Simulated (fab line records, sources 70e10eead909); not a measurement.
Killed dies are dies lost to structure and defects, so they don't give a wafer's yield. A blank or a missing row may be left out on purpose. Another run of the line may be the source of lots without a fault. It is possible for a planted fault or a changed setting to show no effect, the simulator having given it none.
fab line records	flow nand-harc
record: lots: 5	wafers: 15	last-day: 31
route steps=1302 shown THIN_TSV@1276 END@1301
lots untouched by any fault: they come from a run of this same line in which no faults occurred
start-h: the number of hours between the record's first day and the start of the first shown wafer of the lot	wait-h: hours from the lot's prior step to this one	" the same as in the row above	L1.1+2: several wafers, shown together as one row	- either no value or no given start	* or withheld: withheld	< > ~ a bound
route shown NAME@n: a module of which the file shows steps, and the number in the route of the first	usual: average and standard deviation across the fault-free wafers	same: alike in all rows	chamber/n: place in a boat	sites: the reading at each site	_std_site: the standard deviation of these	_edge_site: mean of outer sites minus mean of inner sites	radius-mm: for every site, how far away it sits from the centre of the wafer	mask NAME#n: copy n	behind: the most recent tool/chamber to have shaped the wafer	hold: reason for holding the lot/hours on hold/outcome of the hold	device: the transistor (n, p or np) that didn't switch	end of line: the route-end tests of the same wafers	a step with no rows: only its recipe	killed: dies lost to structure and defects at the first sort, not the wafer's yield	map: dies across one wafer; x = killed, . = not, _ = none there
set.NAME: the setting the step ran with; set.NAME@STEP: the setting that earlier step ran with	model.NAME: the simulator's own value behind a step, which no gauge read
lots seen at some steps along the route; tables by step, rows by wafer
services: when a tool's chamber went out of use (start-h, in hours from the record's first day, below 0 if earlier), for how many hours, and the reason
== steps ==
step: NHARC_THIN_TSV_CMP_21
recipe: t-overpolish-s: 30	target-thk-nm: 2000
usual: motor-current-A: 11.7/1.2	overpolish-run-s: 30.001/0.0089	pad-life-wafers: 192/120	slurry-flow-ml-min: 150.0/0.47
lot.wafer	tool	chamber	start-h	wait-h	motor-current-A	overpolish-run-s	pad-life-wafers	slurry-flow-ml-min
L075.1	cmp-04	0	557.78	-	12.8	29.998	175	150.0
L075.4	"	1	"	"	12.1	29.995	176	150.4
L075.3	"	2	"	"	10.5	30.006	177	149.6
L081.1	cmp-01	2	623.96	-	11.3	30.013	164	149.7
L081.2	"	3	"	"	10.7	30.015	165	150.5
L081.5	"	0	"	"	11.1	30.002	-	149.8
L089.4	cmp-04	3	694.32	-	15.2	30.012	360	150.3
L089.2	"	1	"	"	12.0	30.005	362	150.0
L089.5	"	0	"	"	12.3	29.999	-	150.3
L090.4	cmp-03	2	695.64	-	11.0	30.007	188	149.9
L090.2	"	3	"	"	12.8	30.002	189	150.1
L090.6	"	1	"	"	11.8	29.994	-	149.5
L093.4	cmp-04	1	734.24	-	12.0	29.998	146	150.0
L093.6	"	3	"	"	14.1	29.988	-	150.3
L093.5	"	0	"	"	12.3	29.995	-	150.3
step: NHARC_THIN_TSV_SRD_23
lot.wafer	tool	chamber	start-h	wait-h
L075.1+3+4	wet-bench-10	5,6,0	558.12	0.0
L081.1+2+5	wet-bench-10	2,3,7	624.26	0.0
L089.2+5+4	wet-bench-08	5,7,1	694.69	0.0
L090.2+6+4	wet-bench-10	1,3,6	695.95	0.0
L093.6+5+4	wet-bench-08	6,7,1	734.56	0.0
step: NHARC_THIN_TSV_DEGAS_53
recipe: temp-c: 300	time-s: 60
usual: heater-power-w: 467/39
lot.wafer	tool	chamber	start-h	wait-h	heater-power-w
L075.3	pvd-sputter-02	-	558.20	0.1	394
L075.4	"	-	"	"	471
L075.1	"	-	"	"	452
L081.2	pvd-sputter-01	-	624.37	0.1	542
L081.1	"	-	"	"	476
L081.5	"	-	"	"	483
L089.2	pvd-sputter-01	-	694.78	0.1	480
L089.4	"	-	"	"	488
L089.5	"	-	"	"	482
L090.4	pvd-sputter-01	-	696.04	0.1	485
L090.2	"	-	"	"	450
L090.6	"	-	"	"	483
L093.4	pvd-sputter-03	-	734.66	0.1	480
L093.6	"	-	"	"	427
L093.5	"	-	"	"	466
step: NHARC_THIN_TSV_PRE_CLEAN_54
recipe: time-s: 30	temp-c: 280	gas: H2/He
usual: heater-power-w: 413/34
lot.wafer	tool	chamber	start-h	wait-h	heater-power-w
L075.1	pvd-sputter-02	-	558.28	0.0	376
L075.4	"	-	"	"	416
L075.3	"	-	"	"	380
L081.1	pvd-sputter-01	-	624.43	0.0	416
L081.2	"	-	"	"	403
L081.5	"	-	"	"	421
L089.4	pvd-sputter-01	-	694.85	0.0	406
L089.2	"	-	"	"	451
L089.5	"	-	"	"	407
L090.4	pvd-sputter-01	-	696.11	0.1	428
L090.2	"	-	"	"	462
L090.6	"	-	"	"	397
L093.4	pvd-sputter-03	-	734.73	0.1	378
L093.5	"	-	"	"	424
L093.6	"	-	"	"	383
step: NHARC_THIN_TSV_PVD_55
recipe: target-thk-a: 500	material: TiN
lot.wafer	tool	chamber	start-h	wait-h
L075.1+4+3	pvd-sputter-02	-	558.35	0.1
L081.1+2+5	pvd-sputter-01	-	624.53	0.1
L089.2+4+5	pvd-sputter-01	-	694.95	0.1
L090.2+4+6	pvd-sputter-01	-	696.21	0.1
L093.4+5+6	pvd-sputter-03	-	734.84	0.1
step: NHARC_THIN_TSV_PVD_24
recipe: target-thk-a: 8000	power-w: withheld	chamber-pressure-pa: withheld	substrate-temp-c: withheld	time-s: withheld	gas: Ar	material: Al
lot.wafer	tool	chamber	start-h	wait-h
L075.4+3+1	pvd-sputter-02	-	558.56	0.2
L081.1+2+5	pvd-sputter-01	-	624.71	0.2
L089.2+4+5	pvd-sputter-01	-	695.13	0.2
L090.4+2+6	pvd-sputter-01	-	696.39	0.1
L093.4+5+6	pvd-sputter-03	-	735.00	0.1
step: NHARC_THIN_TSV_DEHYDRATE_25
recipe: temp-c: 150	time-s: 120
usual: resist-line-temp-C: 22.97/0.1
lot.wafer	tool	chamber	start-h	wait-h	resist-line-temp-C
L075.1	litho-track-02	0	558.92	-	22.90
L075.3	"	0	"	"	22.92
L075.4	"	0	"	"	22.92
L081.1	litho-track-02	0	625.07	-	23.02
L081.2	"	0	"	"	22.93
L081.5	"	0	"	"	23.03
L089.2	litho-track-02	0	695.49	-	23.07
L089.4	"	0	"	"	22.92
L089.5	"	0	"	"	23.08
L090.2	litho-track-07	0	696.75	-	23.17
L090.4	"	0	"	"	23.27
L090.6	"	0	"	"	23.07
L093.4	litho-track-05	0	735.36	-	23.08
L093.5	"	0	"	"	23.03
L093.6	"	0	"	"	22.89
step: NHARC_THIN_TSV_HMDS_26
recipe: time-s: 30
usual: resist-line-temp-C: 22.99/0.11
lot.wafer	tool	chamber	start-h	wait-h	resist-line-temp-C
L075.1	litho-track-02	0	-	-	23.14
L075.3	"	0	"	"	23.04
L075.4	"	0	"	"	22.98
L081.1	litho-track-02	0	-	-	23.07
L081.2	"	0	"	"	22.97
L081.5	"	0	"	"	22.88
L089.2	litho-track-02	0	-	-	23.04
L089.4	"	0	"	"	23.04
L089.5	"	0	"	"	23.13
L090.2	litho-track-07	0	-	-	23.05
L090.4	"	0	"	"	22.96
L090.6	"	0	"	"	22.99
L093.4	litho-track-05	0	-	-	23.11
L093.5	"	0	"	"	23.00
L093.6	"	0	"	"	22.90
step: NHARC_THIN_TSV_COAT_27
recipe: spin-rpm: *
usual: resist-line-temp-C: 22.99/0.11
lot.wafer	tool	chamber	start-h	wait-h	resist-line-temp-C
L075.1	litho-track-02	0	-	-	22.86
L075.3	"	0	"	"	22.82
L075.4	"	0	"	"	23.00
L081.1	litho-track-02	0	-	-	22.83
L081.2	"	0	"	"	22.83
L081.5	"	0	"	"	22.78
L089.2	litho-track-02	0	-	-	23.11
L089.4	"	0	"	"	23.04
L089.5	"	0	"	"	22.91
L090.2	litho-track-07	0	-	-	22.88
L090.4	"	0	"	"	22.98
L090.6	"	0	"	"	22.85
L093.4	litho-track-05	0	-	-	23.05
L093.5	"	0	"	"	23.09
L093.6	"	0	"	"	23.05
step: NHARC_THIN_TSV_SOFTBAKE_28
recipe: temp-c: 122	time-s: 95
usual: resist-line-temp-C: 23.01/0.1
lot.wafer	tool	chamber	start-h	wait-h	resist-line-temp-C
L075.1	litho-track-02	0	-	-	23.19
L075.3	"	0	"	"	23.08
L075.4	"	0	"	"	23.13
L081.1	litho-track-02	0	-	-	23.00
L081.2	"	0	"	"	23.09
L081.5	"	0	"	"	23.14
L089.2	litho-track-02	0	-	-	22.89
L089.4	"	0	"	"	23.00
L089.5	"	0	"	"	23.03
L090.2	litho-track-07	0	-	-	22.97
L090.4	"	0	"	"	22.91
L090.6	"	0	"	"	23.18
L093.4	litho-track-05	0	-	-	22.90
L093.5	"	0	"	"	22.82
L093.6	"	0	"	"	22.98
step: NHARC_THIN_TSV_EBR_29
usual: resist-line-temp-C: 23.02/0.11
lot.wafer	tool	chamber	start-h	wait-h	resist-line-temp-C
L075.1	litho-track-02	0	-	-	23.27
L075.3	"	0	"	"	23.17
L075.4	"	0	"	"	23.18
L081.1	litho-track-02	0	-	-	22.99
L081.2	"	0	"	"	23.08
L081.5	"	0	"	"	23.14
L089.2	litho-track-02	0	-	-	23.20
L089.4	"	0	"	"	23.12
L089.5	"	0	"	"	22.99
L090.2	litho-track-07	0	-	-	23.09
L090.4	"	0	"	"	23.05
L090.6	"	0	"	"	23.04
L093.4	litho-track-05	0	-	-	22.99
L093.5	"	0	"	"	22.96
L093.6	"	0	"	"	23.00
step: NHARC_THIN_TSV_EXPOSE_30
recipe: na: 0.55	dose-mj: 11.47	mask-id: PAD
lot.wafer	tool	chamber	start-h	wait-h	mask
L075.1+3+4	krf-scanner-01	0	559.07	-	PAD#0
L081.1+2+5	krf-scanner-02	0	625.34	-	PAD#0
L089.2+4+5	krf-scanner-02	0	695.77	-	PAD#0
L090.2+4+6	krf-scanner-04	0	697.02	-	PAD#0
L093.4+5+6	krf-scanner-02	0	735.65	-	PAD#0
step: NHARC_THIN_TSV_PEB_31
recipe: peb-temp-c: 118	peb-time-s: 85
usual: resist-line-temp-C: 23.00/0.097
lot.wafer	tool	chamber	start-h	wait-h	resist-line-temp-C
L075.1	litho-track-05	0	559.13	0.1	23.03
L075.3	"	0	"	"	22.97
L075.4	"	0	"	"	23.05
L081.1	litho-track-07	0	625.41	0.1	23.03
L081.2	"	0	"	"	23.03
L081.5	"	0	"	"	23.03
L089.2	litho-track-02	0	695.83	0.1	23.15
L089.4	"	0	"	"	23.21
L089.5	"	0	"	"	23.14
L090.2	litho-track-07	0	697.08	0.1	23.29
L090.4	"	0	"	"	23.14
L090.6	"	0	"	"	23.23
L093.4	litho-track-05	0	735.70	0.0	23.12
L093.5	"	0	"	"	22.97
L093.6	"	0	"	"	23.00
step: NHARC_THIN_TSV_DEVELOP_32
recipe: time-s: 70
usual: resist-line-temp-C: 23.01/0.1
lot.wafer	tool	chamber	start-h	wait-h	resist-line-temp-C
L075.1	litho-track-05	0	-	-	23.15
L075.3	"	0	"	"	23.02
L075.4	"	0	"	"	22.98
L081.1	litho-track-07	0	-	-	23.09
L081.2	"	0	"	"	23.18
L081.5	"	0	"	"	23.15
L089.2	litho-track-02	0	-	-	22.97
L089.4	"	0	"	"	22.91
L089.5	"	0	"	"	22.98
L090.2	litho-track-07	0	-	-	23.12
L090.4	"	0	"	"	23.25
L090.6	"	0	"	"	23.10
L093.4	litho-track-05	0	-	-	22.97
L093.5	"	0	"	"	23.00
L093.6	"	0	"	"	22.91
step: NHARC_THIN_TSV_CD_MEAS_33
recipe: target-cd-nm: 5000	landing-energy-ev: 500
usual: cd-nm: 5000.7/1.7
same: landing-energy-ev: 500
lot.wafer	tool	chamber	start-h	wait-h	cd-nm
L075.1	cd-sem-03	0	559.22	-	5000.1
L075.3	"	0	"	"	5001.4
L075.4	"	0	"	"	4999.4
L081.1	cd-sem-02	0	625.50	-	5001.5
L081.2	"	0	"	"	5003.2
L081.5	"	0	"	"	5001.9
L089.2	cd-sem-02	0	695.92	-	5003.4
L089.4	"	0	"	"	4999.3
L089.5	"	0	"	"	5001.1
L090.2	cd-sem-02	0	697.17	-	4998.6
L090.4	"	0	"	"	5002.7
L090.6	"	0	"	"	5000.0
L093.4	cd-sem-01	0	735.79	-	5001.0
L093.5	"	0	"	"	5003.1
L093.6	"	0	"	"	5003.2
step: NHARC_THIN_TSV_HARDBAKE_34
recipe: temp-c: 125	time-s: 80
usual: resist-line-temp-C: 22.98/0.11
lot.wafer	tool	chamber	start-h	wait-h	resist-line-temp-C
L075.1	litho-track-07	0	559.30	-	22.92
L075.3	"	0	"	"	22.95
L075.4	"	0	"	"	22.84
L081.1	litho-track-07	0	625.58	-	22.93
L081.2	"	0	"	"	22.78
L081.5	"	0	"	"	22.80
L089.2	litho-track-02	0	696.00	-	23.11
L089.4	"	0	"	"	23.05
L089.5	"	0	"	"	22.90
L090.2	litho-track-02	0	697.25	-	22.93
L090.4	"	0	"	"	23.02
L090.6	"	0	"	"	22.99
L093.4	litho-track-02	0	735.87	-	22.84
L093.5	"	0	"	"	23.05
L093.6	"	0	"	"	22.86
step: NHARC_THIN_TSV_DESCUM_35
recipe: time-s: 3	o2-flow-sccm: 200	ar-flow-sccm: 0	bias-power-w: 0	chemistry: O2
usual: drypump-motor-current-A: 5.7/0.55	oes-product-au: 1.000/0.009	rf-vpp-V: 57.8/0.86	showerhead-plenum-p-Torr: 1.92/0.076	throttle-valve-pct: 11.311/0.009
lot.wafer	tool	chamber	start-h	wait-h	drypump-motor-current-A	oes-product-au	rf-hours-counter-h	rf-vpp-V	showerhead-plenum-p-Torr	throttle-valve-pct
L075.1	rie-diel-10	2	559.38	-	5.2	1.000	7.5	58.7	1.99	11.299
L075.3	"	3	"	"	5.0	0.992	8.5	56.2	1.78	11.313
L075.4	"	1	"	"	5.2	1.003	7.8	57.4	1.81	11.307
L081.2	rie-diel-09	0	625.67	-	5.7	1.004	5.3	58.2	1.99	11.325
L081.1	"	1	"	"	5.7	1.011	6.1	58.4	1.93	11.298
L081.5	"	0	"	"	5.7	1.002	-	57.9	1.99	11.316
L089.4	rie-diel-10	2	696.08	-	5.2	1.004	4.2	58.6	1.98	11.294
L089.2	"	1	"	"	5.1	1.005	5.1	56.5	1.81	11.319
L089.5	"	3	"	"	5.0	0.981	-	55.8	1.78	11.326
L090.2	rie-diel-10	1	697.34	-	5.2	0.998	5.1	56.4	1.81	11.321
L090.4	"	3	"	"	5.0	0.987	4.4	56.6	1.78	11.304
L090.6	"	1	"	"	5.1	0.994	-	57.7	1.81	11.305
L093.4	rie-diel-09	0	735.96	-	5.7	0.997	3.0	58.2	1.99	11.312
L093.5	"	3	"	"	6.2	0.997	-	56.1	1.90	11.304
L093.6	"	0	"	"	5.7	0.997	-	58.3	1.99	11.311
step: NHARC_THIN_TSV_ETCH_59
recipe: target-depth-a: 8800	icp-w: 900	bias-w: 100	Cl2_flow_sccm: 60	bcl3-flow-sccm: 30	time-s: 138.1	chemistry: Cl2/BCl3
usual: bcl3-flow-sccm: 29.99/0.09	bias-w: 100.0/0.3	drypump-motor-current-A: 5.7/0.62	oes-product-au: 1.006/0.01	throttle-valve-pct: 22.265/0.0086
lot.wafer	tool	chamber	start-h	wait-h	bcl3-flow-sccm	bias-w	drypump-motor-current-A	oes-product-au	rf-hours-counter-h	throttle-valve-pct
L075.1	rie-metal-03	1	559.51	0.1	30.12	99.9	4.7	1.005	0.5	22.268
L075.3	"	1	"	"	30.15	99.8	4.7	1.005	-	22.269
L075.4	"	0	"	"	29.92	100.1	5.1	1.001	-	22.266
L081.1	rie-metal-01	1	625.78	0.1	29.93	100.1	5.9	1.001	0.8	22.259
L081.2	"	0	"	"	29.82	100.2	6.4	1.009	0.8	22.270
L081.5	"	0	"	"	29.83	100.0	6.4	0.997	-	22.261
L089.2	rie-metal-01	0	696.28	0.1	30.07	99.9	6.4	1.019	-	22.273
L089.4	"	0	"	"	30.08	99.9	6.4	1.004	-	22.263
L089.5	"	0	"	"	30.07	100.4	6.5	1.018	-	22.254
L090.2	rie-metal-02	0	697.46	0.1	30.05	100.2	5.5	0.987	0.7	22.269
L090.4	"	0	"	"	29.98	99.4	5.5	0.997	-	22.259
L090.6	"	1	"	"	29.91	100.2	6.0	0.999	-	22.235
L093.4	rie-metal-02	1	736.14	0.2	30.05	99.9	6.0	1.021	-	22.268
L093.6	"	1	"	"	29.92	100.2	6.0	1.019	-	22.255
L093.5	"	0	"	"	29.96	100.0	5.5	0.995	-	22.277
step: NHARC_THIN_TSV_ETCH_36
recipe: target-depth-a: 650	over-etch-frac: 0.3	time-s: 18.571	ion-energy-ev: 150	chemistry: Cl2/BCl3
usual: drypump-motor-current-A: 5.7/0.62	oes-product-au: 1.004/0.01
lot.wafer	tool	chamber	start-h	wait-h	drypump-motor-current-A	oes-product-au	rf-hours-counter-h
L075.1	rie-metal-03	1	559.77	0.2	4.7	1.014	0.7
L075.4	"	1	"	"	4.7	1.010	-
L075.3	"	0	"	"	5.1	1.009	-
L081.1	rie-metal-01	0	626.04	0.2	6.4	1.008	0.9
L081.2	"	1	"	"	5.9	0.990	0.9
L081.5	"	0	"	"	6.4	1.013	-
L089.2	rie-metal-01	0	696.68	0.3	6.4	1.032	-
L089.4	"	0	"	"	6.4	1.006	-
L089.5	"	0	"	"	6.4	1.013	-
L090.2	rie-metal-02	1	697.72	0.2	6.0	1.013	0.8
L090.4	"	1	"	"	6.0	1.010	-
L090.6	"	0	"	"	5.5	0.978	-
L093.4	rie-metal-02	1	736.35	0.2	6.0	1.019	-
L093.5	"	0	"	"	5.5	0.994	-
L093.6	"	1	"	"	6.0	1.015	-
step: NHARC_THIN_TSV_STRIP_56
recipe: power-w: 1500	temp-c: 250	chemistry: O2
usual: drypump-motor-current-A: 5.2/0.31	heater-power-w: 335/42
lot.wafer	tool	chamber	start-h	wait-h	drypump-motor-current-A	heater-power-w	rf-hours-counter-h
L075.1	plasma-asher-01	1	559.92	0.1	5.5	263	9
L075.4	"	0	"	"	5.5	352	-
L075.3	"	1	"	"	5.5	262	-
L081.1	plasma-asher-01	0	626.14	0.1	5.5	360	21
L081.2	"	1	"	"	5.4	267	21
L081.5	"	0	"	"	5.6	363	-
L089.2	plasma-asher-01	0	696.85	0.2	5.5	353	35
L089.4	"	1	"	"	5.4	269	-
L089.5	"	0	"	"	5.5	362	-
L090.2	plasma-asher-02	1	697.95	0.2	4.8	371	19
L090.4	"	1	"	"	4.8	376	-
L090.6	"	0	"	"	5.2	328	-
L093.4	plasma-asher-01	1	736.59	0.2	5.4	273	-
L093.5	"	0	"	"	5.6	352	-
L093.6	"	1	"	"	5.4	270	-
step: NHARC_THIN_TSV_STRIP_57
recipe: time-s: 1200	temp-c: 72.5	chemistry: post-etch-residue-remover
lot.wafer	tool	chamber	start-h	wait-h
L075.1+3+4	wet-bench-08	0,1,3	560.23	0.3
L081.2+5+1	wet-bench-08	4,7,0	626.48	0.3
L089.5+2+4	wet-bench-10	1,3,5	697.16	0.1
L090.4+2+6	wet-bench-10	6,7,1	698.27	0.2
L093.6+5+4	wet-bench-10	3,4,6	736.79	0.1
step: NHARC_THIN_TSV_CD_MEAS_37
usual: cd-nm: 5000.3/2.7
lot.wafer	tool	chamber	start-h	wait-h	cd-nm
L075.1	cd-sem-02	-	560.67	-	5000.5
L075.3	"	-	"	"	5001.0
L075.4	"	-	"	"	4998.9
L081.1	cd-sem-02	-	626.93	-	4999.6
L081.2	"	-	"	"	5003.6
L081.5	"	-	"	"	5003.6
L089.2	cd-sem-03	-	697.60	-	5002.7
L089.4	"	-	"	"	4995.9
L089.5	"	-	"	"	5000.8
L090.2	cd-sem-03	-	698.70	-	4997.6
L090.4	"	-	"	"	5002.1
L090.6	"	-	"	"	4999.6
L093.4	cd-sem-03	-	737.25	-	5001.8
L093.5	"	-	"	"	5001.6
L093.6	"	-	"	"	5001.1
step: NHARC_THIN_TSV_ANNEAL_58
recipe: temp-c: 400	time-s: 1800
usual: zone-power-centre-pct: 4.49/0.23	zone-power-upper-pct: 4.16/0.2
lot.wafer	tool	chamber	start-h	wait-h	zone-power-centre-pct	zone-power-upper-pct
L075.1	furnace-06	0	563.74	3.1	4.45	4.47
L075.3	"	0	"	"	4.42	4.40
L075.4	"	0	"	"	4.47	4.48
L081.1	furnace-07	0	628.77	1.8	4.12	4.16
L081.2	"	0	"	"	4.15	4.27
L081.5	"	0	"	"	4.15	4.22
L089.2	furnace-04	0	700.81	3.2	4.73	3.98
L089.4	"	0	"	"	4.69	3.93
L089.5	"	0	"	"	4.71	3.96
L090.2	furnace-04	0	700.81	2.1	4.66	3.94
L090.4	"	0	"	"	4.78	3.96
L090.6	"	0	"	"	4.72	3.96
L093.4	furnace-06	0	740.76	3.5	4.45	4.43
L093.5	"	0	"	"	4.40	4.42
L093.6	"	0	"	"	4.46	4.36
step: NHARC_THIN_TSV_INSPECT_40
usual: raw-defect-count: 564/110
lot.wafer	tool	chamber	start-h	wait-h	raw-defect-count
L075.1	defect-inspect-02	-	565.18	0.4	543
L075.3	"	-	"	"	463
L075.4	"	-	"	"	591
L081.1	defect-inspect-01	-	630.20	0.4	548
L081.2	"	-	"	"	439
L081.5	"	-	"	"	456
L089.2	defect-inspect-01	-	702.26	0.4	620
L089.4	"	-	"	"	549
L089.5	"	-	"	"	555
L090.2	defect-inspect-02	-	702.26	0.4	639
L090.4	"	-	"	"	562
L090.6	"	-	"	"	510
L093.4	defect-inspect-01	-	742.21	0.4	670
L093.5	"	-	"	"	654
L093.6	"	-	"	"	554
step: NHARC_END_WLT_00
usual: VT_DECK1_BOTTOM: 0.873/0.0078	VT_DECK1_BOTTOM_INNER: 0.873/0.0068	VT_DECK1_MEDIAN_NEAR_BOTTOM: 0.874/0.0075	VT_DECK1_MEDIAN_NEAR_BOTTOM_INNER: 0.874/0.0082	VT_DECK1_MIDDLE: 0.886/0.0072	VT_DECK1_MIDDLE_INNER: 0.885/0.007	VT_DECK1_TOP: 0.897/0.0074	VT_DECK1_TOP_INNER: 0.897/0.0069	VT_DECK2_BOTTOM: 0.870/0.0057	VT_DECK2_BOTTOM_INNER: 0.871/0.007	VT_DECK2_MEDIAN_NEAR_BOTTOM: 0.870/0.0065	VT_DECK2_MEDIAN_NEAR_BOTTOM_INNER: 0.871/0.0066	VT_DECK2_MIDDLE: 0.883/0.0056	VT_DECK2_MIDDLE_INNER: 0.883/0.006	VT_DECK2_TOP: 0.895/0.0061	VT_DECK2_TOP_INNER: 0.894/0.0063
lot.wafer	tool	chamber	start-h	wait-h	VT_DECK1_BOTTOM	VT_DECK1_BOTTOM_INNER	VT_DECK1_MEDIAN_NEAR_BOTTOM	VT_DECK1_MEDIAN_NEAR_BOTTOM_INNER	VT_DECK1_MIDDLE	VT_DECK1_MIDDLE_INNER	VT_DECK1_TOP	VT_DECK1_TOP_INNER	VT_DECK2_BOTTOM	VT_DECK2_BOTTOM_INNER	VT_DECK2_MEDIAN_NEAR_BOTTOM	VT_DECK2_MEDIAN_NEAR_BOTTOM_INNER	VT_DECK2_MIDDLE	VT_DECK2_MIDDLE_INNER	VT_DECK2_TOP	VT_DECK2_TOP_INNER
L075.1	prober-02	-	565.24	0.1	0.869	0.869	0.868	0.866	0.884	0.873	0.886	0.879	0.854	0.858	0.863	0.867	0.883	0.875	0.880	0.889
L075.3	"	-	"	"	0.870	0.863	0.876	0.865	0.875	0.880	0.886	0.894	0.868	0.878	0.875	0.868	0.881	0.882	0.893	0.889
L075.4	"	-	"	"	0.864	0.863	0.858	0.864	0.867	0.881	0.890	0.884	0.866	0.869	0.859	0.869	0.880	0.873	0.889	0.896
L081.1	prober-02	-	630.26	0.1	0.882	0.874	0.876	0.865	0.897	0.892	0.900	0.903	0.866	0.878	0.865	0.866	0.885	0.881	0.886	0.893
L081.2	"	-	"	"	0.871	0.875	0.873	0.870	0.887	0.887	0.899	0.900	0.876	0.871	0.865	0.866	0.891	0.879	0.902	0.897
L081.5	"	-	632.29	2.1	0.873	0.873	0.873	0.866	0.891	0.883	0.897	0.900	0.870	0.868	0.870	0.869	0.879	0.882	0.899	0.901
L090.2	prober-01	-	702.79	0.5	0.880	0.870	0.881	0.883	0.885	0.892	0.902	0.903	0.874	0.869	0.880	0.873	0.892	0.889	0.891	0.894
L090.4	"	-	"	"	0.882	0.878	0.880	0.888	0.894	0.894	0.905	0.908	0.877	0.874	0.871	0.870	0.895	0.882	0.903	0.886
L090.6	"	-	"	"	0.877	0.881	0.880	0.882	0.890	0.891	0.902	0.899	0.873	0.880	0.875	0.868	0.880	0.877	0.898	0.904
L089.2	prober-02	-	702.82	0.6	0.883	0.871	0.885	0.882	0.895	0.884	0.892	0.902	0.868	0.872	0.866	0.865	0.886	0.887	0.903	0.896
L089.4	"	-	703.82	1.6	0.877	0.875	0.877	0.867	0.891	0.891	0.894	0.903	0.867	0.875	0.876	0.865	0.892	0.884	0.898	0.903
L089.5	"	-	"	"	0.861	0.865	0.870	0.870	0.885	0.894	0.905	0.897	0.874	0.877	0.874	0.875	0.879	0.882	0.900	0.891
L093.4	prober-02	-	743.76	1.6	0.882	0.877	0.880	0.873	0.886	0.899	0.908	0.897	0.870	0.868	0.867	0.864	0.877	0.881	0.885	0.889
L093.5	"	-	"	"	0.881	0.882	0.877	0.890	0.892	0.891	0.911	0.904	0.873	0.868	0.870	0.870	0.882	0.880	0.894	0.892
L093.6	"	-	"	"	0.888	0.883	0.880	0.887	0.888	0.898	0.912	0.901	0.871	0.860	0.864	0.857	0.878	0.882	0.901	0.894
== services ==
tool	chamber	start-h	hours	kind
cmp-04	-	542.58	2.1	repair
rie-metal-01	1	544.51	22.6	repair
krf-scanner-02	-	561.48	11.6	repair
pvd-sputter-01	-	571.49	10.4	repair
rie-metal-01	-	575.00	9.0	pm
litho-track-02	-	577.00	7.0	pm
pvd-sputter-01	-	582.92	10.0	pm
rie-metal-02	0	588.47	11.7	repair
rie-metal-01	1	593.67	2.4	repair
litho-track-07	-	601.00	7.0	pm
rie-metal-02	-	631.00	9.0	pm
pvd-sputter-03	-	637.47	4.3	repair
pvd-sputter-02	-	638.96	10.0	pm
wet-bench-08	-	646.40	8.0	pm
litho-track-05	-	649.00	7.0	pm
wet-bench-10	-	663.20	8.0	pm
plasma-asher-01	-	672.67	0.4	repair
rie-metal-01	1	679.62	18.0	repair
pvd-sputter-02	-	683.60	11.2	repair
plasma-asher-01	-	697.65	9.0	pm
pvd-sputter-03	-	704.04	10.0	pm
pvd-sputter-01	-	710.34	7.1	repair
pvd-sputter-02	-	727.74	30.5	repair
rie-metal-01	1	729.88	21.1	repair
== key ==
fault none
